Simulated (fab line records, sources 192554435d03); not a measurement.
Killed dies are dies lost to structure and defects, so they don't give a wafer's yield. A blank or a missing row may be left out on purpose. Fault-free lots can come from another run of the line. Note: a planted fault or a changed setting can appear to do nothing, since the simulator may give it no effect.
Lot-split experiment :: flow n5Finfet :: 39 wafers read from 7 lots, route of 1938 steps

== ABOUT THE SPLIT ==
At N5_HKMG_FIN_ETCH_31 (etches SiARC in CF4, target depth 45.5 nm, time 75.8 s), the setting biasW was moved away from the recipe's 36 W on 18 of the 39 wafers read, by -16.6% to +14.8%. This setting was run at the recipe's value on the other wafers.

The split's own step is where the reading is taken.

== THE READING ==
rfVppV, in V, at N5_HKMG_FIN_ETCH_31 (etches SiARC in CF4, target depth 45.5 nm, time 75.8 s). Typical for fault-free wafers on this fab line: 184.3 V, with standard deviation 1.1 V.

wafer: L076.1
tool, chamber at the split: rieDiel-01, 1
biasW as run, W: 32.29
against the recipe: -10.3%
rfVppV, V: 173.9
against lot-mates on the recipe: -11.3

wafer: L076.2
tool, chamber at the split: rieDiel-01, 0
biasW as run, W: 36
against the recipe: recipe
rfVppV, V: 184.2
against lot-mates on the recipe: -

wafer: L076.3
tool, chamber at the split: rieDiel-01, 3
biasW as run, W: 36
against the recipe: recipe
rfVppV, V: 185.0
against lot-mates on the recipe: -

wafer: L076.4
tool, chamber at the split: rieDiel-01, 2
biasW as run, W: 32.29
against the recipe: -10.3%
rfVppV, V: 172.0
against lot-mates on the recipe: -13.2

wafer: L076.5
tool, chamber at the split: rieDiel-01, 1
biasW as run, W: 36
against the recipe: recipe
rfVppV, V: 186.4
against lot-mates on the recipe: -

wafer: L076.6
tool, chamber at the split: rieDiel-01, 0
biasW as run, W: 32.29
against the recipe: -10.3%
rfVppV, V: 171.5
against lot-mates on the recipe: -13.7

wafer: L079.1
tool, chamber at the split: rieDiel-01, 0
biasW as run, W: 41.11
against the recipe: +14.2%
rfVppV, V: 200.0
against lot-mates on the recipe: +15.5

wafer: L079.2
tool, chamber at the split: rieDiel-01, 2
biasW as run, W: 41.11
against the recipe: +14.2%
rfVppV, V: 200.7
against lot-mates on the recipe: +16.2

wafer: L079.3
tool, chamber at the split: rieDiel-01, 3
biasW as run, W: 41.11
against the recipe: +14.2%
rfVppV, V: 200.6
against lot-mates on the recipe: +16.1

wafer: L079.4
tool, chamber at the split: rieDiel-01, 1
biasW as run, W: 36
against the recipe: recipe
rfVppV, V: 186.0
against lot-mates on the recipe: -

wafer: L079.5
tool, chamber at the split: rieDiel-01, 3
biasW as run, W: 36
against the recipe: recipe
rfVppV, V: 184.0
against lot-mates on the recipe: -

wafer: L079.6
tool, chamber at the split: rieDiel-01, 0
biasW as run, W: 36
against the recipe: recipe
rfVppV, V: 183.6
against lot-mates on the recipe: -

wafer: L080.1
tool, chamber at the split: rieDiel-01, 2
biasW as run, W: 36
against the recipe: recipe
rfVppV, V: 184.2
against lot-mates on the recipe: -

wafer: L080.4
tool, chamber at the split: rieDiel-01, 3
biasW as run, W: 36
against the recipe: recipe
rfVppV, V: 183.4
against lot-mates on the recipe: -

wafer: L080.5
tool, chamber at the split: rieDiel-01, 1
biasW as run, W: 36
against the recipe: recipe
rfVppV, V: 184.4
against lot-mates on the recipe: -

wafer: L081.1
tool, chamber at the split: rieDiel-01, 3
biasW as run, W: 30.01
against the recipe: -16.6%
rfVppV, V: 164.8
against lot-mates on the recipe: -19.2

wafer: L081.2
tool, chamber at the split: rieDiel-01, 0
biasW as run, W: 30.01
against the recipe: -16.6%
rfVppV, V: 162.5
against lot-mates on the recipe: -21.5

wafer: L081.3
tool, chamber at the split: rieDiel-01, 2
biasW as run, W: 36
against the recipe: recipe
rfVppV, V: 183.0
against lot-mates on the recipe: -

wafer: L081.4
tool, chamber at the split: rieDiel-01, 1
biasW as run, W: 36
against the recipe: recipe
rfVppV, V: 185.2
against lot-mates on the recipe: -

wafer: L081.5
tool, chamber at the split: rieDiel-01, 2
biasW as run, W: 36
against the recipe: recipe
rfVppV, V: 183.9
against lot-mates on the recipe: -

wafer: L081.6
tool, chamber at the split: rieDiel-01, 1
biasW as run, W: 30.01
against the recipe: -16.6%
rfVppV, V: 163.9
against lot-mates on the recipe: -20.1

wafer: L085.1
tool, chamber at the split: rieDiel-01, 3
biasW as run, W: 34.26
against the recipe: -4.8%
rfVppV, V: 179.9
against lot-mates on the recipe: -4.1

wafer: L085.2
tool, chamber at the split: rieDiel-01, 1
biasW as run, W: 34.26
against the recipe: -4.8%
rfVppV, V: 177.3
against lot-mates on the recipe: -6.7

wafer: L085.3
tool, chamber at the split: rieDiel-01, 2
biasW as run, W: 36
against the recipe: recipe
rfVppV, V: 184.0
against lot-mates on the recipe: -

wafer: L085.4
tool, chamber at the split: rieDiel-01, 0
biasW as run, W: 36
against the recipe: recipe
rfVppV, V: 183.1
against lot-mates on the recipe: -

wafer: L085.5
tool, chamber at the split: rieDiel-01, 2
biasW as run, W: 34.26
against the recipe: -4.8%
rfVppV, V: 177.8
against lot-mates on the recipe: -6.2

wafer: L085.6
tool, chamber at the split: rieDiel-01, 3
biasW as run, W: 36
against the recipe: recipe
rfVppV, V: 184.9
against lot-mates on the recipe: -

wafer: L086.1
tool, chamber at the split: rieDiel-01, 0
biasW as run, W: 41.33
against the recipe: +14.8%
rfVppV, V: 200.4
against lot-mates on the recipe: +16.6

wafer: L086.2
tool, chamber at the split: rieDiel-01, 1
biasW as run, W: 41.33
against the recipe: +14.8%
rfVppV, V: 203.3
against lot-mates on the recipe: +19.5

wafer: L086.3
tool, chamber at the split: rieDiel-01, 2
biasW as run, W: 36
against the recipe: recipe
rfVppV, V: 183.6
against lot-mates on the recipe: -

wafer: L086.4
tool, chamber at the split: rieDiel-01, 3
biasW as run, W: 41.33
against the recipe: +14.8%
rfVppV, V: 202.9
against lot-mates on the recipe: +19.1

wafer: L086.5
tool, chamber at the split: rieDiel-01, 2
biasW as run, W: 36
against the recipe: recipe
rfVppV, V: 182.6
against lot-mates on the recipe: -

wafer: L086.6
tool, chamber at the split: rieDiel-01, 1
biasW as run, W: 36
against the recipe: recipe
rfVppV, V: 185.3
against lot-mates on the recipe: -

wafer: L091.1
tool, chamber at the split: rieDiel-04, 1
biasW as run, W: 36
against the recipe: recipe
rfVppV, V: 182.4
against lot-mates on the recipe: -

wafer: L091.2
tool, chamber at the split: rieDiel-04, 0
biasW as run, W: 40.46
against the recipe: +12.4%
rfVppV, V: 199.8
against lot-mates on the recipe: +16.1

wafer: L091.3
tool, chamber at the split: rieDiel-04, 3
biasW as run, W: 36
against the recipe: recipe
rfVppV, V: 186.9
against lot-mates on the recipe: -

wafer: L091.4
tool, chamber at the split: rieDiel-04, 1
biasW as run, W: 36
against the recipe: recipe
rfVppV, V: 181.8
against lot-mates on the recipe: -

wafer: L091.5
tool, chamber at the split: rieDiel-04, 0
biasW as run, W: 40.46
against the recipe: +12.4%
rfVppV, V: 199.3
against lot-mates on the recipe: +15.6

wafer: L091.6
tool, chamber at the split: rieDiel-04, 3
biasW as run, W: 40.46
against the recipe: +12.4%
rfVppV, V: 199.8
against lot-mates on the recipe: +16.1

THE FIT
A straight line over all 39 wafers: rfVppV changes by +1.2 V for each +1% of biasW; r = +0.99; the points scatter about the line by 1.2 V.
The same after taking each lot's own level away (the mean of its wafers on the recipe; 39 wafers): +1.22 V for each +1%; r = +0.99; scatter 1.2 V.
On that fit, the largest move of biasW shifts the reading by 20 V.
Across the lots, their own levels run from 183.70 to 185.20 V, a range of 1.4 times the standard deviation given above.
The two slopes agree, so the slope changes little with the lot-to-lot level.
Check: -20.4 V against its lot-mates is what the line predicts for one of the wafers moved furthest among these (-16.6%) when that wafer is left out of the fit. Against them it came out at -19.2 V.
Tool readings at the split's step, against how far the setting was moved: rfVppV r = +0.99.

== THESE WAFERS: OTHER SPLITS ==
Before the reading, these wafers also passed through other splits. Each is held against what the fit with the lots' levels taken away leaves over:
other split on the same wafers: N5_DUMMY_GATE_EXPOSE_12 doseMj
wafers away from the commonest value: 15
r with rfVppV (lot level and that fit taken away): -0.08

other split on the same wafers: N5_SD_EPI_N_EPI_21 tempC
wafers away from the commonest value: 15
r with rfVppV (lot level and that fit taken away): -0.18

other split on the same wafers: N5_HKMG_FIN_EXPOSE_09 doseMj
wafers away from the commonest value: 12
r with rfVppV (lot level and that fit taken away): +0.11

== THE FILE'S OWN FIT ==
rfVppV changes by +1.22 V for each +1% of biasW, r = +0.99.
